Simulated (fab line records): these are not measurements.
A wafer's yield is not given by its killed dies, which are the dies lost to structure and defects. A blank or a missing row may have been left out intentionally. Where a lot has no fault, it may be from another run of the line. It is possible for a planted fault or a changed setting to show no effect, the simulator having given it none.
Which tool was responsible? | flow n5 finfet | Sampling: 11 lots, 33 wafers, 5 of 1938 route steps

WHAT THE GAUGES READ, wafer by wafer
N5_PMOS_HMC_CHANNEL_EPI_OVL_MEAS_10.
lot  | measured    | on         | PMOS_HMC_BLK_OVL (nm)
L418 | day 1 17:41 | overlay-02 | 0.2 -1.0 -1.2
L425 | day 3 11:50 | overlay-02 | -0.8 -0.9 -0.1
L426 | day 3 16:53 | overlay-01 | -0.7 -0.2 1.0
L428 | day 4 06:08 | overlay-01 | -1.1 -0.2 -0.6
L429 | day 4 11:13 | overlay-01 | 0.5 1.2 1.3
L430 | day 4 17:38 | overlay-02 | -0.7 -0.8 -1.3
L437 | day 6 11:47 | overlay-01 | -0.9 -0.3 -0.2
L438 | day 6 17:04 | overlay-01 | 0.3 0.5 -0.3
L439 | day 6 23:20 | overlay-02 | 0.3 -0.4 0.1
L440 | day 7 05:38 | overlay-02 | 0.0 -1.1 0.4
L441 | day 7 12:10 | overlay-01 | 1.5 1.0 1.2

N5_PMOS_HMC_CHANNEL_EPI_INSPECT_11: inspects for defects (macro).
lot  | measured    | on                | raw defect count
L418 | day 1 17:43 | defect inspect-01 | 0 6 2
L425 | day 3 11:51 | defect inspect-01 | 0 0 2
L426 | day 3 16:55 | defect inspect-01 | 1 3 1
L428 | day 4 06:10 | defect inspect-02 | 1 1 1
L429 | day 4 11:15 | defect inspect-01 | 5 2 1
L430 | day 4 17:40 | defect inspect-02 | 2 1 3
L437 | day 6 11:48 | defect inspect-02 | 4 0 2
L438 | day 6 17:05 | defect inspect-01 | >300 >300 >300
L439 | day 6 23:22 | defect inspect-02 | >300 >300 >300
L440 | day 7 05:39 | defect inspect-02 | 3 5 5
L441 | day 7 12:11 | defect inspect-02 | 3 3 2

EACH LOT AND THE TOOL THAT RAN IT (in order: tool; ch and the chambers of the sampled wafers; start)
lot  | N5_ZERO_LAYER_ETCH_17             | N5_ZERO_LAYER_STRIP_24              | N5_PMOS_HMC_CHANNEL_EPI_HM_DEP_34
L418 | rie diel-05 ch 2,3, day 1 12:50   | plasma asher-01 ch 0,1, day 1 13:01 | pecvd-01 ch 1,2, day 1 17:15
L425 | rie diel-05 ch 2,3, day 3 07:08   | plasma asher-01 ch 0,1, day 3 07:19 | pecvd-03 ch 0,1,2, day 3 11:23
L426 | rie diel-03 ch 0,2,3, day 3 12:43 | plasma asher-01 ch 0,1, day 3 12:53 | pecvd-01 ch 1,2, day 3 16:35
L428 | rie diel-04 ch 1,3, day 4 00:52   | plasma asher-01 ch 0,1, day 4 01:04 | pecvd-04 ch 0,1, day 4 05:42
L429 | rie diel-04 ch 0,1,2, day 4 06:44 | plasma asher-02 ch 0,1, day 4 06:55 | pecvd-03 ch 0,1, day 4 10:47
L430 | rie diel-05 ch 2,3, day 4 12:52   | plasma asher-01 ch 0, day 4 13:02   | pecvd-04 ch 0,1,2, day 4 17:12
L437 | rie diel-03 ch 0,2,3, day 6 06:50 | plasma asher-01 ch 0,1, day 6 07:01 | pecvd-03 ch 0,1,2, day 6 11:28
L438 | rie diel-05 ch 0,3, day 6 12:52   | plasma asher-02 ch 0,1, day 6 13:04 | pecvd-01 ch 0,1, day 6 16:38
L439 | rie diel-03 ch 1,2,3, day 6 18:54 | plasma asher-02 ch 0,1, day 6 19:04 | pecvd-01 ch 1,2, day 6 22:55
L440 | rie diel-03 ch 0,2, day 7 00:50   | plasma asher-02 ch 0,1, day 7 01:01 | pecvd-04 ch 0,1,2, day 7 05:19
L441 | rie diel-03 ch 1,2,3, day 7 07:25 | plasma asher-01 ch 0,1, day 7 07:36 | pecvd-03 ch 1,2, day 7 11:44
- N5_ZERO_LAYER_ETCH_17: etches SiO2 in CF4, target depth 12 nm, time 13.3 s.
- N5_ZERO_LAYER_STRIP_24: strips in O2.
- N5_PMOS_HMC_CHANNEL_EPI_HM_DEP_34: deposits SiO2 from TEOS/O2, target thk 36 nm, time 6.9 s.

WHAT THE TOOLS THEMSELVES READ (means of the sampled wafers that have a number; where no wafer has one, the mark that the record gives instead)
N5_ZERO_LAYER_ETCH_17.
lot  | tool        | drypump motor current A (A) | oes product au (a.u.) | rf vpp V (V) | showerhead plenum p Torr (Torr) | throttle valve pct (%)
L418 | rie diel-05 | 5.7                         | 0.69                  | 945          | 2.08                            | 15.82
L425 | rie diel-05 | 5.4                         | 0.68                  | 943          | 2.06                            | 15.98
L426 | rie diel-03 | 5.8                         | 0.73                  | 948          | 2.14                            | 15.92
L428 | rie diel-04 | 4.9                         | 0.77                  | 954          | 2.23                            | 15.90
L429 | rie diel-04 | 5.1                         | 0.75                  | 949          | 2.15                            | 15.71
L430 | rie diel-05 | 5.7                         | 0.85                  | 946          | 2.08                            | 15.54
L437 | rie diel-03 | 5.8                         | 0.73                  | 947          | 2.13                            | 15.95
L438 | rie diel-05 | 5.9                         | 0.87                  | 951          | 2.21                            | 15.45
L439 | rie diel-03 | 6.2                         | 0.72                  | 950          | 2.16                            | 15.95
L440 | rie diel-03 | 5.7                         | 0.73                  | 950          | 2.16                            | 15.82
L441 | rie diel-03 | 6.2                         | 0.71                  | 950          | 2.16                            | 15.95

N5_ZERO_LAYER_STRIP_24.
lot  | tool            | drypump motor current A (A) | heater power w (W) | oes product au (a.u.) | strip time to endpoint s (s)
L418 | plasma asher-01 | 5.25                        | 297                | 0.644                 | 43.84
L425 | plasma asher-01 | 5.04                        | 319                | 0.646                 | 43.93
L426 | plasma asher-01 | 5.26                        | 303                | 0.650                 | 43.86
L428 | plasma asher-01 | 5.02                        | 319                | 0.644                 | 43.91
L429 | plasma asher-02 | 5.32                        | 385                | 0.644                 | 43.91
L430 | plasma asher-01 | 4.81                        | 336                | 0.647                 | 43.83
L437 | plasma asher-01 | 5.24                        | 299                | 0.643                 | 43.92
L438 | plasma asher-02 | 5.32                        | 383                | 0.648                 | 43.79
L439 | plasma asher-02 | 5.26                        | 367                | 0.648                 | 43.77
L440 | plasma asher-02 | 5.33                        | 386                | 0.644                 | 43.84
L441 | plasma asher-01 | 5.02                        | 317                | 0.653                 | 43.71

N5_PMOS_HMC_CHANNEL_EPI_HM_DEP_34.
lot  | tool     | chamber pressure Torr (Torr) | heater power w (W) | showerhead plenum p Torr (Torr) | throttle valve pct (%)
L418 | pecvd-01 | 6.498                        | 568                | 8.33                            | 20.2
L425 | pecvd-03 | 6.501                        | 539                | 8.36                            | 18.0
L426 | pecvd-01 | 6.501                        | 543                | 8.34                            | 20.1
L428 | pecvd-04 | 6.493                        | 467                | 8.30                            | 18.0
L429 | pecvd-03 | 6.493                        | 508                | 8.36                            | 18.1
L430 | pecvd-04 | 6.494                        | 493                | 8.31                            | 18.1
L437 | pecvd-03 | 6.504                        | 516                | 8.37                            | 18.0
L438 | pecvd-01 | 6.497                        | 523                | 8.37                            | 19.3
L439 | pecvd-01 | 6.496                        | 576                | 8.35                            | 19.8
L440 | pecvd-04 | 6.485                        | 500                | 8.33                            | 18.1
L441 | pecvd-03 | 6.483                        | 500                | 8.40                            | 17.6

THE ANSWER, worked out from the rows above alone
Rule: usual is defined by the lots themselves. The widest of any qualifying gaps counts: lots, ordered by their means at a reading, are off when they make up no more than a third of the lots, leave a main group of 4 or more, and stand apart from it by 3 or more times the standard deviation of that group's means. If all means in a main group match to the digits the tables above print for the reading, that group is not used. A lot without any number at a reading at which 4 lots or more have one is off too. The other lots that the step has rows for count as sound. First the gauges in route order, then the tools' own readings, where a lot's mean is used as printed above. The first step at which some lot is off is used, and at that step the reading that is off furthest; a lot without a number counts as furthest.
Off, at N5_PMOS_HMC_CHANNEL_EPI_INSPECT_11 on raw defect count: L438, L439. Without a number there: L438, L439. The main group: mean 2.2, standard deviation 1.
A tool fits if, at a process step before that reading, it ran every lot that is off, and no sound lot after the first of them. Those tools and the gauges at N5_PMOS_HMC_CHANNEL_EPI_INSPECT_11 are tried in the same way. One fits: N5_PMOS_HMC_CHANNEL_EPI_HM_DEP_34 on pecvd-01. Its last sound lot is L426 (day 3 16:35), its first lot that is off L438 (day 6 16:38): a fault that began between those two fits.

WHAT HAD BEEN PUT IN BY THE SIMULATOR
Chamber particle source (pecvd-01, N5_PMOS_HMC_CHANNEL_EPI_HM_DEP_34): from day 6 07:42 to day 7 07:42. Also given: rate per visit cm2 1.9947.
Struck lots among those shown: L438, L439. The rule above found the same.
